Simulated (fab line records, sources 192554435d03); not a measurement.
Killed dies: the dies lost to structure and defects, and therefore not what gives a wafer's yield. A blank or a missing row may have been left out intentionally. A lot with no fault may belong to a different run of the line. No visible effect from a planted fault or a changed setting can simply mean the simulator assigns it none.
Which tool was responsible? :: flow n5-finfet :: 24 lots, 72 wafers sampled, at 5 steps of a route of 1938

WHAT THE GAUGES READ, wafer by wafer
N5_BEOL_M1_INSPECT_59: inspects for defects (darkfield). Usual: raw-defect-count 77, standard deviation 26.
lot: L075
measured: day 7 04:47
on: defect-inspect-02
raw-defect-count: 63 85 53
flag: 

lot: L074
measured: day 7 04:52
on: defect-inspect-01
raw-defect-count: 67 63 98
flag: 

lot: L076
measured: day 7 06:52
on: defect-inspect-01
raw-defect-count: 68 70 105
flag: 

lot: L078
measured: day 7 10:17
on: defect-inspect-02
raw-defect-count: 91 106 83
flag: 

lot: L077
measured: day 7 12:07
on: defect-inspect-02
raw-defect-count: 74 75 91
flag: 

lot: L080
measured: day 8 01:42
on: defect-inspect-02
raw-defect-count: 67 80 86
flag: 

lot: L079
measured: day 8 04:25
on: defect-inspect-02
raw-defect-count: 53 26 45
flag: 

lot: L081
measured: day 9 00:17
on: defect-inspect-01
raw-defect-count: 50 33 52
flag: 

lot: L082
measured: day 9 02:27
on: defect-inspect-02
raw-defect-count: 50 53 60
flag: 

lot: L083
measured: day 9 07:53
on: defect-inspect-01
raw-defect-count: 64 74 69
flag: 

lot: L084
measured: day 9 21:25
on: defect-inspect-02
raw-defect-count: 113 101 90
flag: 

lot: L085
measured: day 10 04:32
on: defect-inspect-01
raw-defect-count: 34 72 57
flag: 

lot: L087
measured: day 10 13:57
on: defect-inspect-01
raw-defect-count: 122 76 54
flag: 

lot: L086
measured: day 10 17:00
on: defect-inspect-02
raw-defect-count: 81 71 75
flag: 

lot: L089
measured: day 10 20:13
on: defect-inspect-01
raw-defect-count: 58 48 91
flag: 

lot: L090
measured: day 10 20:17
on: defect-inspect-02
raw-defect-count: 51 59 45
flag: 

lot: L088
measured: day 10 22:03
on: defect-inspect-01
raw-defect-count: 42 66 53
flag: 

lot: L092
measured: day 11 02:06
on: defect-inspect-01
raw-defect-count: 106 85 96
flag: 

lot: L091
measured: day 11 06:57
on: defect-inspect-01
raw-defect-count: 95 103 97
flag: 

lot: L093
measured: day 11 09:53
on: defect-inspect-02
raw-defect-count: 65 114 65
flag: 

lot: L094
measured: day 11 10:05
on: defect-inspect-02
raw-defect-count: 59 48 63
flag: 

lot: L095
measured: day 11 19:22
on: defect-inspect-01
raw-defect-count: 99 85 65
flag: 

lot: L096
measured: day 12 14:04
on: defect-inspect-02
raw-defect-count: 110 92 95
flag: 

lot: L097
measured: day 12 15:55
on: defect-inspect-02
raw-defect-count: 109 86 90
flag: 

WHAT TOOL EACH LOT RAN ON (gives the tool, then ch and the chambers of the sampled wafers, and finally the start)
lot: L075
N5_BEOL_M1_ETCH_41: rie-diel-02 ch 1,2,3, day 7 01:36 or earlier
N5_BEOL_M1_SURFACE_TREAT_85: pvd-sputter-01, day 7 01:36
N5_BEOL_M1_SPUTTER_86: pvd-sputter-01, day 7 02:37
N5_BEOL_M1_ANNEAL_91: pvd-sputter-01, day 7 03:08

lot: L074
N5_BEOL_M1_ETCH_41: rie-diel-06 ch 0,1, day 7 01:44 or earlier
N5_BEOL_M1_SURFACE_TREAT_85: pvd-sputter-02, day 7 01:44
N5_BEOL_M1_SPUTTER_86: pvd-sputter-02, day 7 02:42
N5_BEOL_M1_ANNEAL_91: pvd-sputter-02, day 7 03:13

lot: L076
N5_BEOL_M1_ETCH_41: rie-diel-02 ch 1,2,3, day 7 03:48 or earlier
N5_BEOL_M1_SURFACE_TREAT_85: pvd-sputter-01, day 7 03:48
N5_BEOL_M1_SPUTTER_86: pvd-sputter-02, day 7 04:42
N5_BEOL_M1_ANNEAL_91: pvd-sputter-02, day 7 05:13

lot: L078
N5_BEOL_M1_ETCH_41: rie-diel-04 ch 1,2, day 7 07:07 or earlier
N5_BEOL_M1_SURFACE_TREAT_85: pvd-sputter-02, day 7 07:07
N5_BEOL_M1_SPUTTER_86: pvd-sputter-03, day 7 08:05
N5_BEOL_M1_ANNEAL_91: pvd-sputter-03, day 7 08:37

lot: L077
N5_BEOL_M1_ETCH_41: rie-diel-06 ch 0,2,3, day 7 07:33 or earlier
N5_BEOL_M1_SURFACE_TREAT_85: pvd-sputter-02, day 7 07:33
N5_BEOL_M1_SPUTTER_86: pvd-sputter-03, day 7 09:56
N5_BEOL_M1_ANNEAL_91: pvd-sputter-03, day 7 10:27

lot: L080
N5_BEOL_M1_ETCH_41: rie-diel-04 ch 0,2, day 7 22:10 or earlier
N5_BEOL_M1_SURFACE_TREAT_85: pvd-sputter-02, day 7 22:10
N5_BEOL_M1_SPUTTER_86: pvd-sputter-02, day 7 23:03
N5_BEOL_M1_ANNEAL_91: pvd-sputter-02, day 7 23:34

lot: L079
N5_BEOL_M1_ETCH_41: rie-diel-04 ch 1,2, day 8 01:22 or earlier
N5_BEOL_M1_SURFACE_TREAT_85: pvd-sputter-03, day 8 01:22
N5_BEOL_M1_SPUTTER_86: pvd-sputter-03, day 8 02:15
N5_BEOL_M1_ANNEAL_91: pvd-sputter-03, day 8 02:46

lot: L081
N5_BEOL_M1_ETCH_41: rie-diel-06 ch 0,1,3, day 8 21:14 or earlier
N5_BEOL_M1_SURFACE_TREAT_85: pvd-sputter-03, day 8 21:14
N5_BEOL_M1_SPUTTER_86: pvd-sputter-02, day 8 22:07
N5_BEOL_M1_ANNEAL_91: pvd-sputter-02, day 8 22:38

lot: L082
N5_BEOL_M1_ETCH_41: rie-diel-04 ch 0,2,3, day 8 23:18 or earlier
N5_BEOL_M1_SURFACE_TREAT_85: pvd-sputter-02, day 8 23:18
N5_BEOL_M1_SPUTTER_86: pvd-sputter-02, day 9 00:17
N5_BEOL_M1_ANNEAL_91: pvd-sputter-02, day 9 00:48

lot: L083
N5_BEOL_M1_ETCH_41: rie-diel-04 ch 0,1, day 9 04:50 or earlier
N5_BEOL_M1_SURFACE_TREAT_85: pvd-sputter-02, day 9 04:50
N5_BEOL_M1_SPUTTER_86: pvd-sputter-02, day 9 05:43
N5_BEOL_M1_ANNEAL_91: pvd-sputter-02, day 9 06:14

lot: L084
N5_BEOL_M1_ETCH_41: rie-diel-02 ch 0,2,3, day 9 18:17 or earlier
N5_BEOL_M1_SURFACE_TREAT_85: pvd-sputter-02, day 9 18:17
N5_BEOL_M1_SPUTTER_86: pvd-sputter-03, day 9 19:10
N5_BEOL_M1_ANNEAL_91: pvd-sputter-03, day 9 19:41

lot: L085
N5_BEOL_M1_ETCH_41: rie-diel-04 ch 0,1,2, day 10 01:28 or earlier
N5_BEOL_M1_SURFACE_TREAT_85: pvd-sputter-03, day 10 01:28
N5_BEOL_M1_SPUTTER_86: pvd-sputter-03, day 10 02:20
N5_BEOL_M1_ANNEAL_91: pvd-sputter-03, day 10 02:52

lot: L087
N5_BEOL_M1_ETCH_41: rie-diel-04 ch 0,1,3, day 10 10:46 or earlier
N5_BEOL_M1_SURFACE_TREAT_85: pvd-sputter-03, day 10 10:46
N5_BEOL_M1_SPUTTER_86: pvd-sputter-02, day 10 11:45
N5_BEOL_M1_ANNEAL_91: pvd-sputter-02, day 10 12:16

lot: L086
N5_BEOL_M1_ETCH_41: rie-diel-02 ch 2,3, day 10 13:56 or earlier
N5_BEOL_M1_SURFACE_TREAT_85: pvd-sputter-03, day 10 13:56
N5_BEOL_M1_SPUTTER_86: pvd-sputter-02, day 10 14:49
N5_BEOL_M1_ANNEAL_91: pvd-sputter-02, day 10 15:20

lot: L089
N5_BEOL_M1_ETCH_41: rie-diel-02 ch 1,2,3, day 10 17:09 or earlier
N5_BEOL_M1_SURFACE_TREAT_85: pvd-sputter-03, day 10 17:09
N5_BEOL_M1_SPUTTER_86: pvd-sputter-02, day 10 18:02
N5_BEOL_M1_ANNEAL_91: pvd-sputter-02, day 10 18:33

lot: L090
N5_BEOL_M1_ETCH_41: rie-diel-04 ch 1,2,3, day 10 17:14 or earlier
N5_BEOL_M1_SURFACE_TREAT_85: pvd-sputter-03, day 10 17:14
N5_BEOL_M1_SPUTTER_86: pvd-sputter-03, day 10 18:07
N5_BEOL_M1_ANNEAL_91: pvd-sputter-03, day 10 18:38

lot: L088
N5_BEOL_M1_ETCH_41: rie-diel-06 ch 0,1, day 10 17:19 or earlier
N5_BEOL_M1_SURFACE_TREAT_85: pvd-sputter-03, day 10 17:19
N5_BEOL_M1_SPUTTER_86: pvd-sputter-02, day 10 19:52
N5_BEOL_M1_ANNEAL_91: pvd-sputter-02, day 10 20:23

lot: L092
N5_BEOL_M1_ETCH_41: rie-diel-02 ch 0,1,3, day 10 22:57 or earlier
N5_BEOL_M1_SURFACE_TREAT_85: pvd-sputter-02, day 10 22:57
N5_BEOL_M1_SPUTTER_86: pvd-sputter-03, day 10 23:56
N5_BEOL_M1_ANNEAL_91: pvd-sputter-03, day 11 00:27

lot: L091
N5_BEOL_M1_ETCH_41: rie-diel-02 ch 0,1,3, day 11 03:53 or earlier
N5_BEOL_M1_SURFACE_TREAT_85: pvd-sputter-02, day 11 03:53
N5_BEOL_M1_SPUTTER_86: pvd-sputter-03, day 11 04:46
N5_BEOL_M1_ANNEAL_91: pvd-sputter-03, day 11 05:17

lot: L093
N5_BEOL_M1_ETCH_41: rie-diel-02 ch 0,3, day 11 06:49 or earlier
N5_BEOL_M1_SURFACE_TREAT_85: pvd-sputter-02, day 11 06:49
N5_BEOL_M1_SPUTTER_86: pvd-sputter-02, day 11 07:43
N5_BEOL_M1_ANNEAL_91: pvd-sputter-02, day 11 08:14

lot: L094
N5_BEOL_M1_ETCH_41: rie-diel-06 ch 0,2,3, day 11 06:54 or earlier
N5_BEOL_M1_SURFACE_TREAT_85: pvd-sputter-03, day 11 06:54
N5_BEOL_M1_SPUTTER_86: pvd-sputter-03, day 11 07:54
N5_BEOL_M1_ANNEAL_91: pvd-sputter-03, day 11 08:25

lot: L095
N5_BEOL_M1_ETCH_41: rie-diel-06 ch 0,1, day 11 16:19 or earlier
N5_BEOL_M1_SURFACE_TREAT_85: pvd-sputter-02, day 11 16:19
N5_BEOL_M1_SPUTTER_86: pvd-sputter-03, day 11 17:11
N5_BEOL_M1_ANNEAL_91: pvd-sputter-03, day 11 17:43

lot: L096
N5_BEOL_M1_ETCH_41: rie-diel-04 ch 0,2, day 12 09:11 or earlier
N5_BEOL_M1_SURFACE_TREAT_85: pvd-sputter-03, day 12 09:11
N5_BEOL_M1_SPUTTER_86: pvd-sputter-02, day 12 11:33
N5_BEOL_M1_ANNEAL_91: pvd-sputter-02, day 12 12:04

lot: L097
N5_BEOL_M1_ETCH_41: rie-diel-04 ch 0,2,3, day 12 12:44 or earlier
N5_BEOL_M1_SURFACE_TREAT_85: pvd-sputter-02, day 12 12:44
N5_BEOL_M1_SPUTTER_86: pvd-sputter-02, day 12 13:45
N5_BEOL_M1_ANNEAL_91: pvd-sputter-02, day 12 14:16
- N5_BEOL_M1_ETCH_41: etches SiCN in CH3F/O2, target depth 31.9 nm, time 57.8 s.
- N5_BEOL_M1_SURFACE_TREAT_85
- N5_BEOL_M1_SPUTTER_86: material Cu, target thk 4.5 nm, time 8.29 s.
- N5_BEOL_M1_ANNEAL_91: time 240 s.

AS READ BY THE TOOLS THEMSELVES (means over the sampled wafers that have a number; for cases with no such wafer, the mark the record gives instead)
N5_BEOL_M1_ETCH_41. Usual: drypump-motor-current-A 5.6 A, standard deviation 0.35; oes-product-au 0.76 a.u., standard deviation 0.093; rf-vpp-V 296.7 V, standard deviation 1.4; showerhead-plenum-p-Torr 1.97 Torr, standard deviation 0.063; throttle-valve-pct 16.35 %, standard deviation 0.22.
lot: L075
tool: rie-diel-02
drypump-motor-current-A (A): 5.7
oes-product-au (a.u.): 0.72
rf-vpp-V (V): 296.5
showerhead-plenum-p-Torr (Torr): 1.95
throttle-valve-pct (%): 16.28
flag: 

lot: L074
tool: rie-diel-06
drypump-motor-current-A (A): 5.1
oes-product-au (a.u.): 0.85
rf-vpp-V (V): 295.5
showerhead-plenum-p-Torr (Torr): 1.95
throttle-valve-pct (%): 16.13
flag: 

lot: L076
tool: rie-diel-02
drypump-motor-current-A (A): 5.7
oes-product-au (a.u.): 0.72
rf-vpp-V (V): 296.6
showerhead-plenum-p-Torr (Torr): 1.95
throttle-valve-pct (%): 16.29
flag: 

lot: L078
tool: rie-diel-04
drypump-motor-current-A (A): 5.9
oes-product-au (a.u.): 0.72
rf-vpp-V (V): 296.2
showerhead-plenum-p-Torr (Torr): 1.97
throttle-valve-pct (%): 16.52
flag: 

lot: L077
tool: rie-diel-06
drypump-motor-current-A (A): 5.2
oes-product-au (a.u.): 0.78
rf-vpp-V (V): 297.9
showerhead-plenum-p-Torr (Torr): 1.98
throttle-valve-pct (%): 16.36
flag: 

lot: L080
tool: rie-diel-04
drypump-motor-current-A (A): 5.4
oes-product-au (a.u.): 0.81
rf-vpp-V (V): 298.1
showerhead-plenum-p-Torr (Torr): 2.06
throttle-valve-pct (%): 16.31
flag: 

lot: L079
tool: rie-diel-04
drypump-motor-current-A (A): 5.9
oes-product-au (a.u.): 0.71
rf-vpp-V (V): 296.6
showerhead-plenum-p-Torr (Torr): 1.97
throttle-valve-pct (%): 16.52
flag: 

lot: L081
tool: rie-diel-06
drypump-motor-current-A (A): 5.3
oes-product-au (a.u.): 0.78
rf-vpp-V (V): 295.8
showerhead-plenum-p-Torr (Torr): 1.93
throttle-valve-pct (%): 16.37
flag: 

lot: L082
tool: rie-diel-04
drypump-motor-current-A (A): 5.5
oes-product-au (a.u.): 0.79
rf-vpp-V (V): 297.3
showerhead-plenum-p-Torr (Torr): 2.01
throttle-valve-pct (%): 16.31
flag: 

lot: L083
tool: rie-diel-04
drypump-motor-current-A (A): 6.1
oes-product-au (a.u.): 0.78
rf-vpp-V (V): 296.3
showerhead-plenum-p-Torr (Torr): 1.93
throttle-valve-pct (%): 16.39
flag: 

lot: L084
tool: rie-diel-02
drypump-motor-current-A (A): 5.5
oes-product-au (a.u.): 0.79
rf-vpp-V (V): 297.8
showerhead-plenum-p-Torr (Torr): 1.99
throttle-valve-pct (%): 16.34
flag: 

lot: L085
tool: rie-diel-04
drypump-motor-current-A (A): 5.7
oes-product-au (a.u.): 0.77
rf-vpp-V (V): 297.0
showerhead-plenum-p-Torr (Torr): 1.99
throttle-valve-pct (%): 16.38
flag: 

lot: L087
tool: rie-diel-04
drypump-motor-current-A (A): 5.9
oes-product-au (a.u.): 0.76
rf-vpp-V (V): 295.9
showerhead-plenum-p-Torr (Torr): 1.94
throttle-valve-pct (%): 16.37
flag: 

lot: L086
tool: rie-diel-02
drypump-motor-current-A (A): 5.6
oes-product-au (a.u.): 0.70
rf-vpp-V (V): 297.7
showerhead-plenum-p-Torr (Torr): 1.96
throttle-valve-pct (%): 16.50
flag: 

lot: L089
tool: rie-diel-02
drypump-motor-current-A (A): 5.7
oes-product-au (a.u.): 0.70
rf-vpp-V (V): 296.2
showerhead-plenum-p-Torr (Torr): 1.94
throttle-valve-pct (%): 16.34
flag: 

lot: L090
tool: rie-diel-04
drypump-motor-current-A (A): 5.7
oes-product-au (a.u.): 0.68
rf-vpp-V (V): 296.4
showerhead-plenum-p-Torr (Torr): 1.98
throttle-valve-pct (%): 16.53
flag: 

lot: L088
tool: rie-diel-06
drypump-motor-current-A (A): 5.4
oes-product-au (a.u.): 0.77
rf-vpp-V (V): 296.2
showerhead-plenum-p-Torr (Torr): 1.93
throttle-valve-pct (%): 16.26
flag: 

lot: L092
tool: rie-diel-02
drypump-motor-current-A (A): 5.7
oes-product-au (a.u.): 0.77
rf-vpp-V (V): 296.6
showerhead-plenum-p-Torr (Torr): 1.97
throttle-valve-pct (%): 16.26
flag: 

lot: L091
tool: rie-diel-02
drypump-motor-current-A (A): 5.7
oes-product-au (a.u.): 0.77
rf-vpp-V (V): 296.0
showerhead-plenum-p-Torr (Torr): 1.96
throttle-valve-pct (%): 16.27
flag: 

lot: L093
tool: rie-diel-02
drypump-motor-current-A (A): 5.5
oes-product-au (a.u.): 0.85
rf-vpp-V (V): 297.6
showerhead-plenum-p-Torr (Torr): 2.01
throttle-valve-pct (%): 16.27
flag: 

lot: L094
tool: rie-diel-06
drypump-motor-current-A (A): 5.2
oes-product-au (a.u.): 0.76
rf-vpp-V (V): 296.9
showerhead-plenum-p-Torr (Torr): 1.98
throttle-valve-pct (%): 16.39
flag: 

lot: L095
tool: rie-diel-06
drypump-motor-current-A (A): 5.4
oes-product-au (a.u.): 0.77
rf-vpp-V (V): 297.1
showerhead-plenum-p-Torr (Torr): 1.93
throttle-valve-pct (%): 16.26
flag: 

lot: L096
tool: rie-diel-04
drypump-motor-current-A (A): 5.6
oes-product-au (a.u.): 0.84
rf-vpp-V (V): 297.1
showerhead-plenum-p-Torr (Torr): 2.00
throttle-valve-pct (%): 16.22
flag: 

lot: L097
tool: rie-diel-04
drypump-motor-current-A (A): 5.6
oes-product-au (a.u.): 0.75
rf-vpp-V (V): 296.9
showerhead-plenum-p-Torr (Torr): 2.00
throttle-valve-pct (%): 16.37
flag: 

N5_BEOL_M1_SPUTTER_86. Usual: chamber-pressure-pa 0.07002 Pa, standard deviation 0.00014; throttle-valve-pct 30.2 %, standard deviation 0.69.
lot: L075
tool: pvd-sputter-01
chamber-pressure-pa (Pa): 0.07005
throttle-valve-pct (%): 30.4
flag: 

lot: L074
tool: pvd-sputter-02
chamber-pressure-pa (Pa): 0.06996
throttle-valve-pct (%): 30.5
flag: 

lot: L076
tool: pvd-sputter-02
chamber-pressure-pa (Pa): 0.07006
throttle-valve-pct (%): 30.4
flag: 

lot: L078
tool: pvd-sputter-03
chamber-pressure-pa (Pa): 0.07008
throttle-valve-pct (%): 29.6
flag: 

lot: L077
tool: pvd-sputter-03
chamber-pressure-pa (Pa): 0.07001
throttle-valve-pct (%): 29.7
flag: 

lot: L080
tool: pvd-sputter-02
chamber-pressure-pa (Pa): 0.06995
throttle-valve-pct (%): 29.8
flag: 

lot: L079
tool: pvd-sputter-03
chamber-pressure-pa (Pa): 0.07013
throttle-valve-pct (%): 30.0
flag: 

lot: L081
tool: pvd-sputter-02
chamber-pressure-pa (Pa): 0.06992
throttle-valve-pct (%): 30.2
flag: 

lot: L082
tool: pvd-sputter-02
chamber-pressure-pa (Pa): 0.07001
throttle-valve-pct (%): 30.2
flag: 

lot: L083
tool: pvd-sputter-02
chamber-pressure-pa (Pa): 0.06991
throttle-valve-pct (%): 30.0
flag: 

lot: L084
tool: pvd-sputter-03
chamber-pressure-pa (Pa): 0.06996
throttle-valve-pct (%): 30.3
flag: 

lot: L085
tool: pvd-sputter-03
chamber-pressure-pa (Pa): 0.07000
throttle-valve-pct (%): 30.7
flag: 

lot: L087
tool: pvd-sputter-02
chamber-pressure-pa (Pa): 0.07002
throttle-valve-pct (%): 29.6
flag: 

lot: L086
tool: pvd-sputter-02
chamber-pressure-pa (Pa): 0.07011
throttle-valve-pct (%): 30.9
flag: 

lot: L089
tool: pvd-sputter-02
chamber-pressure-pa (Pa): 0.07011
throttle-valve-pct (%): 30.1
flag: 

lot: L090
tool: pvd-sputter-03
chamber-pressure-pa (Pa): 0.07000
throttle-valve-pct (%): 29.6
flag: 

lot: L088
tool: pvd-sputter-02
chamber-pressure-pa (Pa): 0.07001
throttle-valve-pct (%): 30.2
flag: 

lot: L092
tool: pvd-sputter-03
chamber-pressure-pa (Pa): 0.07008
throttle-valve-pct (%): 30.3
flag: 

lot: L091
tool: pvd-sputter-03
chamber-pressure-pa (Pa): 0.06996
throttle-valve-pct (%): 30.2
flag: 

lot: L093
tool: pvd-sputter-02
chamber-pressure-pa (Pa): 0.06997
throttle-valve-pct (%): 30.0
flag: 

lot: L094
tool: pvd-sputter-03
chamber-pressure-pa (Pa): 0.06997
throttle-valve-pct (%): 30.2
flag: 

lot: L095
tool: pvd-sputter-03
chamber-pressure-pa (Pa): 0.07011
throttle-valve-pct (%): 30.2
flag: 

lot: L096
tool: pvd-sputter-02
chamber-pressure-pa (Pa): 0.07001
throttle-valve-pct (%): 30.3
flag: 

lot: L097
tool: pvd-sputter-02
chamber-pressure-pa (Pa): 0.06997
throttle-valve-pct (%): 31.0
flag: 

N5_BEOL_M1_ANNEAL_91. Usual: heater-power-w 801 W, standard deviation 65.
lot: L075
tool: pvd-sputter-01
heater-power-w (W): 831
flag: 

lot: L074
tool: pvd-sputter-02
heater-power-w (W): 782
flag: 

lot: L076
tool: pvd-sputter-02
heater-power-w (W): 768
flag: 

lot: L078
tool: pvd-sputter-03
heater-power-w (W): 878
flag: 

lot: L077
tool: pvd-sputter-03
heater-power-w (W): 846
flag: 

lot: L080
tool: pvd-sputter-02
heater-power-w (W): 753
flag: 

lot: L079
tool: pvd-sputter-03
heater-power-w (W): 816
flag: 

lot: L081
tool: pvd-sputter-02
heater-power-w (W): 798
flag: 

lot: L082
tool: pvd-sputter-02
heater-power-w (W): 781
flag: 

lot: L083
tool: pvd-sputter-02
heater-power-w (W): 776
flag: 

lot: L084
tool: pvd-sputter-03
heater-power-w (W): 776
flag: 

lot: L085
tool: pvd-sputter-03
heater-power-w (W): 752
flag: 

lot: L087
tool: pvd-sputter-02
heater-power-w (W): 746
flag: 

lot: L086
tool: pvd-sputter-02
heater-power-w (W): 790
flag: 

lot: L089
tool: pvd-sputter-02
heater-power-w (W): 772
flag: 

lot: L090
tool: pvd-sputter-03
heater-power-w (W): 910
flag: 

lot: L088
tool: pvd-sputter-02
heater-power-w (W): 783
flag: 

lot: L092
tool: pvd-sputter-03
heater-power-w (W): 773
flag: 

lot: L091
tool: pvd-sputter-03
heater-power-w (W): 790
flag: 

lot: L093
tool: pvd-sputter-02
heater-power-w (W): 771
flag: 

lot: L094
tool: pvd-sputter-03
heater-power-w (W): 775
flag: 

lot: L095
tool: pvd-sputter-03
heater-power-w (W): 815
flag: 

lot: L096
tool: pvd-sputter-02
heater-power-w (W): 772
flag: 

lot: L097
tool: pvd-sputter-02
heater-power-w (W): 794
flag: 

THE ANSWER, worked out from the rows above alone
Rule: take the mean of a lot's wafers that have a number; if it is more than 3 standard deviations from the usual mean, the lot is off. A lot without any number at a reading at which 4 lots or more have one is off too. Where the step has rows for the other lots, those lots are counted as sound. Order of review: gauges by route order, followed by the tools' own readings, for which a lot's mean as printed above is used. The first step at which some lot is off is used, and at that step the reading that is off furthest; a lot without a number counts as furthest.
Nothing can be told from this: no lot is off at any reading shown.

WHAT THE SIMULATOR HAD INSERTED
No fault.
